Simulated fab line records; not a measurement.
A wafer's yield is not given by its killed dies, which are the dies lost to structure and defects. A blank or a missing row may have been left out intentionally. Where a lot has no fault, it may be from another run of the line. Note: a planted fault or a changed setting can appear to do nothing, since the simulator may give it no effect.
fab line records	flow n5-finfet
record lots=24	wafers=72	last-day=18
route steps=1938 shown BEOL_M3@989
lots untouched by any fault: they come from a run of this same line in which no faults occurred
start-h: hours from the record's opening day to when the first of the lot's shown wafers began	wait-h: hours from the lot's prior step to this one	" as in the row above	L1.1+2: several wafers, shown together as one row	- no value, or no start was given	* or withheld: withheld	< > ~ a bound
route shown NAME@n: a module of which the file shows steps, and the number in the route of the first	usual: the fault-free wafers' mean and standard deviation	same: alike in all rows	chamber/n: place in a boat	sites: each site's reading	_std_site: standard deviation across them	_edge_site: outer sites' mean less inner sites'	radius-mm: how far each site lies from the wafer's centre	mask NAME#n: copy n	behind: tool/chamber where the wafer was last shaped	hold: why the lot was held/for how many hours/how that ended	device: names the non-switching transistor (n, p or np)	end of line: the same wafers' tests at the end of the route	for a step that has no rows: nothing shown but its recipe	killed: dies lost to structure and defects at the first sort, not the wafer's yield	map: a wafer's dies, marking killed ones x, the rest . and places with no die _
set.NAME: setting as actually run; set.NAME@STEP: the setting as run at that earlier step	model.NAME: the simulator's own value behind a step, which no gauge read
the route's steps for a sample of lots (tables are steps, rows are wafers)
services: from which hour (start-h, from the record's first day; less than 0 if before it) a tool's chamber was out of use, for how many hours, and why
## steps
# step N5_BEOL_M3_DEGAS_44
# recipe ambient=vacuum	temp-c=250	time-s=60
# usual heater-power-w=342/27
lot.wafer	tool	chamber	start-h	wait-h	heater-power-w
L075.1	pvd-sputter-01	-	154.73	0.5	374
L075.3	"	-	"	"	386
L075.6	"	-	"	"	354
L076.3	pvd-sputter-02	-	158.72	0.0	309
L076.4	"	-	"	"	364
L076.6	"	-	"	"	348
L074.4	pvd-sputter-02	-	158.94	0.1	341
L074.5	"	-	"	"	352
L074.6	"	-	"	"	315
L077.1	pvd-sputter-02	-	170.07	0.7	307
L077.2	"	-	"	"	354
L077.6	"	-	"	"	344
L078.3	pvd-sputter-02	-	178.62	0.5	307
L078.4	"	-	"	"	310
L078.5	"	-	"	"	370
L079.1	pvd-sputter-02	-	178.70	0.5	360
L079.4	"	-	"	"	343
L079.5	"	-	"	"	350
L080.2	pvd-sputter-03	-	182.20	0.0	359
L080.3	"	-	"	"	291
L080.5	"	-	"	"	378
L081.2	pvd-sputter-03	-	196.37	0.2	334
L081.3	"	-	"	"	366
L081.6	"	-	"	"	360
L082.1	pvd-sputter-03	-	204.53	0.3	331
L082.4	"	-	"	"	354
L082.5	"	-	"	"	297
L083.1	pvd-sputter-02	-	208.58	0.2	349
L083.3	"	-	"	"	363
L083.4	"	-	"	"	307
L084.1	pvd-sputter-02	-	212.62	0.1	316
L084.3	"	-	"	"	348
L084.6	"	-	"	"	343
L085.1	pvd-sputter-02	-	226.74	0.5	366
L085.4	"	-	"	"	350
L085.5	"	-	"	"	314
L086.3	pvd-sputter-03	-	226.82	0.3	336
L086.5	"	-	"	"	290
L086.6	"	-	"	"	362
L088.2	pvd-sputter-02	-	234.06	0.0	312
L088.3	"	-	"	"	306
L088.4	"	-	"	"	348
L089.2	pvd-sputter-03	-	239.29	0.4	347
L089.3	"	-	"	"	338
L089.4	"	-	"	"	379
L087.1	pvd-sputter-03	-	239.75	0.4	372
L087.3	"	-	"	"	288
L087.5	"	-	"	"	378
L090.1	pvd-sputter-03	-	246.34	0.2	379
L090.3	"	-	"	"	293
L090.4	"	-	"	"	327
L091.3	pvd-sputter-01	-	250.16	0.3	388
L091.4	"	-	"	"	343
L091.5	"	-	"	"	325
L093.1	pvd-sputter-03	-	283.18	0.0	287
L093.4	"	-	"	"	369
L093.5	"	-	"	"	344
L092.4	pvd-sputter-01	-	283.19	0.0	393
L092.5	"	-	"	"	351
L092.6	"	-	"	"	338
L094.1	pvd-sputter-02	-	286.37	0.4	312
L094.2	"	-	"	"	358
L094.4	"	-	"	"	337
L097.2	pvd-sputter-01	-	287.70	1.0	346
L097.3	"	-	"	"	337
L097.5	"	-	"	"	386
L095.2	pvd-sputter-01	-	289.28	0.2	387
L095.3	"	-	"	"	339
L095.6	"	-	"	"	337
L096.3	pvd-sputter-02	-	292.79	0.5	360
L096.4	"	-	"	"	313
L096.5	"	-	"	"	314
# step N5_BEOL_M3_ALD_84
# recipe material=TaN	target-thk-a=*	temp-c=275	ald-precursor-family=PDMAT	ald-co-reactant=NH3	pressure-torr=3	carrier-flow-sccm=1500	pulse-time-s=2	purge-time-s=3	co-reactant-purge-time-s=2	co-reactant-pulse-time-s=3	ald-cycles=30	precursor-vessel-temp-c=75	precursor-vessel-pressure-torr=26.25	precursor-vessel-carrier-sccm=1000
# usual heater-power-w=421/41
lot.wafer	tool	chamber	start-h	wait-h	heater-power-w
L075.1	ald-metal-02	2	154.83	0.0	482
L075.3	"	3	"	"	431
L075.6	"	3	"	"	435
L076.3	ald-metal-02	0	158.82	0.0	406
L076.4	"	3	"	"	440
L076.6	"	0	"	"	404
L074.4	ald-metal-04	0	159.02	0.0	437
L074.5	"	0	"	"	442
L074.6	"	3	"	"	420
L077.1	ald-metal-03	3	170.17	0.0	324
L077.2	"	0	"	"	404
L077.6	"	1	"	"	467
L078.3	ald-metal-02	1	178.72	0.0	382
L078.4	"	2	"	"	475
L078.5	"	3	"	"	434
L079.1	ald-metal-04	0	178.82	0.1	427
L079.4	"	3	"	"	417
L079.5	"	1	"	"	468
L080.2	ald-metal-03	0	182.30	0.0	405
L080.3	"	3	"	"	326
L080.5	"	2	"	"	408
L081.2	ald-metal-02	0	196.55	0.1	399
L081.3	"	1	"	"	389
L081.6	"	0	"	"	403
L082.1	ald-metal-03	3	204.64	0.0	337
L082.4	"	0	"	"	411
L082.5	"	1	"	"	454
L083.1	ald-metal-03	1	208.91	0.3	449
L083.3	"	2	"	"	389
L083.4	"	3	"	"	327
L084.1	ald-metal-02	1	212.73	0.0	377
L084.3	"	0	"	"	399
L084.6	"	2	"	"	475
L085.1	ald-metal-03	0	226.84	0.0	417
L085.4	"	3	"	"	328
L085.5	"	3	"	"	314
L086.3	ald-metal-02	3	226.94	0.0	433
L086.5	"	1	"	"	387
L086.6	"	0	"	"	406
L088.2	ald-metal-04	2	234.38	0.3	431
L088.3	"	1	"	"	475
L088.4	"	3	"	"	428
L089.2	ald-metal-03	1	239.39	0.0	464
L089.3	"	3	"	"	327
L089.4	"	0	"	"	406
L087.1	ald-metal-02	3	239.85	0.0	436
L087.3	"	1	"	"	386
L087.5	"	1	"	"	370
L090.1	ald-metal-04	1	246.44	0.0	474
L090.3	"	3	"	"	420
L090.4	"	0	"	"	435
L091.3	ald-metal-03	2	250.36	0.1	400
L091.4	"	3	"	"	327
L091.5	"	1	"	"	450
L093.1	ald-metal-03	2	283.28	0.0	397
L093.4	"	1	"	"	463
L093.5	"	3	"	"	315
L092.4	ald-metal-04	2	283.29	0.0	432
L092.5	"	3	"	"	418
L092.6	"	0	"	"	441
L094.1	ald-metal-02	3	286.53	0.1	432
L094.2	"	2	"	"	484
L094.4	"	0	"	"	405
L097.2	ald-metal-03	0	288.03	0.3	408
L097.3	"	3	"	"	322
L097.5	"	0	"	"	418
L095.2	ald-metal-04	2	289.38	0.0	438
L095.3	"	1	"	"	477
L095.6	"	0	"	"	437
L096.3	ald-metal-04	3	292.89	0.0	406
L096.4	"	1	"	"	480
L096.5	"	0	"	"	441
# step N5_BEOL_M3_ANNEAL_80
# recipe temp-c=400	time-s=240	ambient=vacuum
# usual heater-power-w=869/67
lot.wafer	tool	chamber	start-h	wait-h	heater-power-w
L075.1	pvd-sputter-01	-	155.71	0.0	933
L075.3	"	-	"	"	875
L075.6	"	-	"	"	974
L076.3	pvd-sputter-01	-	159.98	0.0	842
L076.4	"	-	"	"	1005
L076.6	"	-	"	"	842
L074.4	pvd-sputter-02	-	160.46	0.1	919
L074.5	"	-	"	"	807
L074.6	"	-	"	"	866
L077.1	pvd-sputter-01	-	171.24	0.0	823
L077.2	"	-	"	"	888
L077.6	"	-	"	"	972
L078.3	pvd-sputter-03	-	179.70	0.0	707
L078.4	"	-	"	"	830
L078.5	"	-	"	"	892
L079.1	pvd-sputter-02	-	179.82	0.0	881
L079.4	"	-	"	"	761
L079.5	"	-	"	"	778
L080.2	pvd-sputter-01	-	186.69	0.0	912
L080.3	"	-	"	"	845
L080.5	"	-	"	"	980
L081.2	pvd-sputter-01	-	197.49	0.0	891
L081.3	"	-	"	"	959
L081.6	"	-	"	"	928
L082.1	pvd-sputter-02	-	205.40	0.0	851
L082.4	"	-	"	"	898
L082.5	"	-	"	"	754
L083.1	pvd-sputter-02	-	209.94	0.0	856
L083.3	"	-	"	"	793
L083.4	"	-	"	"	799
L084.1	pvd-sputter-03	-	213.91	0.0	889
L084.3	"	-	"	"	926
L084.6	"	-	"	"	832
L085.1	pvd-sputter-02	-	227.75	0.0	781
L085.4	"	-	"	"	848
L085.5	"	-	"	"	793
L086.3	pvd-sputter-01	-	228.26	0.0	885
L086.5	"	-	"	"	937
L086.6	"	-	"	"	868
L088.2	pvd-sputter-01	-	235.22	0.0	880
L088.3	"	-	"	"	975
L088.4	"	-	"	"	831
L089.2	pvd-sputter-03	-	240.25	0.0	880
L089.3	"	-	"	"	924
L089.4	"	-	"	"	730
L087.1	pvd-sputter-01	-	240.76	0.0	844
L087.3	"	-	"	"	936
L087.5	"	-	"	"	979
L090.1	pvd-sputter-03	-	247.50	0.0	929
L090.3	"	-	"	"	889
L090.4	"	-	"	"	737
L091.3	pvd-sputter-01	-	251.42	0.0	917
L091.4	"	-	"	"	864
L091.5	"	-	"	"	918
L093.1	pvd-sputter-02	-	284.03	0.0	870
L093.4	"	-	"	"	908
L093.5	"	-	"	"	900
L092.4	pvd-sputter-01	-	285.66	0.0	917
L092.5	"	-	"	"	828
L092.6	"	-	"	"	884
L094.1	pvd-sputter-03	-	287.46	0.0	880
L094.2	"	-	"	"	825
L094.4	"	-	"	"	941
L097.2	pvd-sputter-02	-	289.01	0.0	843
L097.3	"	-	"	"	778
L097.5	"	-	"	"	912
L095.2	pvd-sputter-01	-	290.37	0.0	823
L095.3	"	-	"	"	916
L095.6	"	-	"	"	877
L096.3	pvd-sputter-02	-	293.77	0.0	777
L096.4	"	-	"	"	786
L096.5	"	-	"	"	895
# step N5_BEOL_M3_SPUTTER_96
# recipe material=Cu	target-thk-a=45	temp-c=-20	chamber-pressure-pa=0.07	power-w=withheld	time-s=8.29
# usual throttle-valve-pct=30.1/1
lot.wafer	tool	chamber	start-h	wait-h	throttle-valve-pct
L075.1	pvd-sputter-01	-	157.17	0.1	28.6
L075.3	"	-	"	"	31.1
L075.6	"	-	"	"	29.2
L076.3	pvd-sputter-01	-	161.44	0.1	29.5
L076.4	"	-	"	"	28.7
L076.6	"	-	"	"	29.5
L074.4	pvd-sputter-02	-	161.89	0.0	31.1
L074.5	"	-	"	"	29.5
L074.6	"	-	"	"	31.1
L077.1	pvd-sputter-01	-	172.70	0.1	29.3
L077.2	"	-	"	"	30.9
L077.6	"	-	"	"	28.8
L078.3	pvd-sputter-03	-	181.16	0.1	29.4
L078.4	"	-	"	"	28.5
L078.5	"	-	"	"	31.5
L079.1	pvd-sputter-02	-	181.28	0.1	31.1
L079.4	"	-	"	"	31.2
L079.5	"	-	"	"	29.3
L080.2	pvd-sputter-01	-	188.15	0.1	28.9
L080.3	"	-	"	"	29.4
L080.5	"	-	"	"	28.7
L081.2	pvd-sputter-01	-	198.95	0.1	31.3
L081.3	"	-	"	"	28.6
L081.6	"	-	"	"	29.1
L082.1	pvd-sputter-02	-	206.86	0.1	31.5
L082.4	"	-	"	"	31.4
L082.5	"	-	"	"	30.8
L083.1	pvd-sputter-02	-	211.40	0.1	31.2
L083.3	"	-	"	"	30.7
L083.4	"	-	"	"	29.7
L084.1	pvd-sputter-03	-	215.37	0.1	31.2
L084.3	"	-	"	"	31.8
L084.6	"	-	"	"	29.0
L085.1	pvd-sputter-02	-	229.21	0.1	31.0
L085.4	"	-	"	"	31.1
L085.5	"	-	"	"	30.8
L086.3	pvd-sputter-01	-	229.72	0.1	30.8
L086.5	"	-	"	"	28.7
L086.6	"	-	"	"	30.9
L088.2	pvd-sputter-01	-	236.68	0.1	31.0
L088.3	"	-	"	"	28.9
L088.4	"	-	"	"	29.6
L089.2	pvd-sputter-03	-	241.71	0.1	31.4
L089.3	"	-	"	"	31.4
L089.4	"	-	"	"	29.3
L087.1	pvd-sputter-01	-	242.22	0.1	29.6
L087.3	"	-	"	"	28.9
L087.5	"	-	"	"	28.9
L090.1	pvd-sputter-03	-	248.96	0.1	31.4
L090.3	"	-	"	"	31.3
L090.4	"	-	"	"	29.3
L091.3	pvd-sputter-01	-	252.88	0.1	28.7
L091.4	"	-	"	"	31.2
L091.5	"	-	"	"	29.0
L093.1	pvd-sputter-02	-	285.49	0.1	31.1
L093.4	"	-	"	"	31.1
L093.5	"	-	"	"	31.0
L092.4	pvd-sputter-01	-	287.12	0.1	28.7
L092.5	"	-	"	"	29.4
L092.6	"	-	"	"	31.2
L094.1	pvd-sputter-03	-	288.92	0.1	31.5
L094.2	"	-	"	"	28.9
L094.4	"	-	"	"	31.7
L097.2	pvd-sputter-02	-	290.47	0.1	31.0
L097.3	"	-	"	"	29.3
L097.5	"	-	"	"	31.2
L095.2	pvd-sputter-01	-	291.83	0.1	29.5
L095.3	"	-	"	"	28.7
L095.6	"	-	"	"	31.1
L096.3	pvd-sputter-02	-	295.23	0.1	30.8
L096.4	"	-	"	"	29.6
L096.5	"	-	"	"	31.4
# step N5_BEOL_M3_THK_MEAS_53
# recipe thk-meas-gauge=xrf	reads=Cu_of_BEOL_M3_ECD_50
# usual M3_THK=40.5/1.5
lot.wafer	tool	chamber	start-h	wait-h	M3_THK[nm]
L075.1	film-metro-02	-	157.96	-	42.6
L075.3	"	-	"	"	42.0
L075.6	"	-	"	"	41.9
L076.3	film-metro-02	-	162.23	-	41.4
L076.4	"	-	"	"	40.9
L076.6	"	-	"	"	40.3
L074.4	film-metro-01	-	162.65	-	41.3
L074.5	"	-	"	"	41.4
L074.6	"	-	"	"	44.5
L077.1	film-metro-02	-	175.11	-	41.2
L077.2	"	-	"	"	38.1
L077.6	"	-	"	"	41.7
L078.3	film-metro-02	-	181.95	-	39.3
L078.4	"	-	"	"	39.0
L078.5	"	-	"	"	40.8
L079.1	film-metro-02	-	182.33	-	40.0
L079.4	"	-	"	"	42.9
L079.5	"	-	"	"	42.2
L080.2	film-metro-02	-	189.16	-	42.1
L080.3	"	-	"	"	38.7
L080.5	"	-	"	"	41.0
L081.2	film-metro-01	-	200.38	-	40.6
L081.3	"	-	"	"	39.3
L081.6	"	-	"	"	40.8
L082.1	film-metro-01	-	207.65	-	39.8
L082.4	"	-	"	"	41.2
L082.5	"	-	"	"	41.6
L083.1	film-metro-01	-	212.19	-	40.1
L083.3	"	-	"	"	38.9
L083.4	"	-	"	"	44.5
L084.1	film-metro-01	-	216.16	-	39.0
L084.3	"	-	"	"	40.5
L084.6	"	-	"	"	40.9
L085.1	film-metro-01	-	230.00	-	39.0
L085.4	"	-	"	"	40.6
L085.5	"	-	"	"	39.7
L086.3	film-metro-01	-	230.51	-	37.0
L086.5	"	-	"	"	40.6
L086.6	"	-	"	"	38.9
L088.2	film-metro-02	-	237.47	-	38.8
L088.3	"	-	"	"	38.3
L088.4	"	-	"	"	40.9
L089.2	film-metro-01	-	242.50	-	42.3
L089.3	"	-	"	"	39.5
L089.4	"	-	"	"	39.5
L087.1	film-metro-02	-	243.22	-	38.7
L087.3	"	-	"	"	40.9
L087.5	"	-	"	"	42.1
L090.1	film-metro-01	-	249.75	-	37.4
L090.3	"	-	"	"	38.6
L090.4	"	-	"	"	39.5
L091.3	film-metro-02	-	253.74	-	37.9
L091.4	"	-	"	"	39.4
L091.5	"	-	"	"	40.0
L093.1	film-metro-01	-	286.34	-	41.9
L093.4	"	-	"	"	41.8
L093.5	"	-	"	"	41.9
L092.4	film-metro-01	-	287.93	-	42.0
L092.5	"	-	"	"	41.5
L092.6	"	-	"	"	43.6
L094.1	film-metro-02	-	289.72	-	41.7
L094.2	"	-	"	"	40.2
L094.4	"	-	"	"	41.9
L097.2	film-metro-02	-	291.43	-	38.5
L097.3	"	-	"	"	39.9
L097.5	"	-	"	"	42.3
L095.2	film-metro-02	-	292.62	-	39.7
L095.3	"	-	"	"	38.8
L095.6	"	-	"	"	39.9
L096.3	film-metro-02	-	296.03	-	41.5
L096.4	"	-	"	"	42.7
L096.5	"	-	"	"	42.7
# step N5_BEOL_M3_INSPECT_59
# recipe inspect-instrument=darkfield	mode=post-dep
# usual raw-defect-count=69/21
lot.wafer	tool	chamber	start-h	wait-h	raw-defect-count
L075.1	defect-inspect-01	-	158.46	0.0	60
L075.3	"	-	"	"	66
L075.6	"	-	"	"	47
L076.3	defect-inspect-01	-	162.51	0.0	82
L076.4	"	-	"	"	83
L076.6	"	-	"	"	78
L074.4	defect-inspect-02	-	162.94	0.0	58
L074.5	"	-	"	"	37
L074.6	"	-	"	"	45
L077.1	defect-inspect-02	-	175.63	0.0	51
L077.2	"	-	"	"	83
L077.6	"	-	"	"	63
L078.3	defect-inspect-01	-	182.38	0.0	59
L078.4	"	-	"	"	54
L078.5	"	-	"	"	66
L079.1	defect-inspect-01	-	182.73	0.0	50
L079.4	"	-	"	"	52
L079.5	"	-	"	"	51
L080.2	defect-inspect-01	-	189.50	0.0	83
L080.3	"	-	"	"	59
L080.5	"	-	"	"	59
L081.2	defect-inspect-02	-	200.84	0.0	60
L081.3	"	-	"	"	81
L081.6	"	-	"	"	123
L082.1	defect-inspect-01	-	207.93	0.0	83
L082.4	"	-	"	"	52
L082.5	"	-	"	"	84
L083.1	defect-inspect-02	-	212.48	0.0	82
L083.3	"	-	"	"	72
L083.4	"	-	"	"	125
L084.1	defect-inspect-01	-	216.45	0.0	51
L084.3	"	-	"	"	104
L084.6	"	-	"	"	86
L085.1	defect-inspect-02	-	230.28	0.0	49
L085.4	"	-	"	"	64
L085.5	"	-	"	"	56
L086.3	defect-inspect-01	-	230.79	0.0	40
L086.5	"	-	"	"	54
L086.6	"	-	"	"	50
L088.2	defect-inspect-02	-	237.75	0.0	88
L088.3	"	-	"	"	54
L088.4	"	-	"	"	34
L089.2	defect-inspect-02	-	242.78	0.0	88
L089.3	"	-	"	"	60
L089.4	"	-	"	"	34
L087.1	defect-inspect-01	-	243.51	0.0	62
L087.3	"	-	"	"	83
L087.5	"	-	"	"	51
L090.1	defect-inspect-01	-	250.03	0.0	91
L090.3	"	-	"	"	73
L090.4	"	-	"	"	77
L091.3	defect-inspect-02	-	254.03	0.0	70
L091.4	"	-	"	"	51
L091.5	"	-	"	"	105
L093.1	defect-inspect-01	-	286.63	0.0	81
L093.4	"	-	"	"	64
L093.5	"	-	"	"	57
L092.4	defect-inspect-01	-	288.21	0.0	56
L092.5	"	-	"	"	59
L092.6	"	-	"	"	37
L094.1	defect-inspect-01	-	290.21	0.0	96
L094.2	"	-	"	"	80
L094.4	"	-	"	"	92
L097.2	defect-inspect-02	-	291.71	0.0	59
L097.3	"	-	"	"	55
L097.5	"	-	"	"	60
L095.2	defect-inspect-02	-	292.90	0.0	82
L095.3	"	-	"	"	61
L095.6	"	-	"	"	52
L096.3	defect-inspect-01	-	296.32	0.0	56
L096.4	"	-	"	"	70
L096.5	"	-	"	"	52
## services
tool	chamber	start-h	hours	kind
pvd-sputter-03	-	135.52	1.7	repair
pvd-sputter-03	-	172.58	5.0	repair
ald-metal-04	2	186.00	8.6	repair
ald-metal-04	3	193.92	7.2	repair
ald-metal-02	2	216.87	25.7	repair
ald-metal-03	-	270.01	1.2	repair
## key
fault none
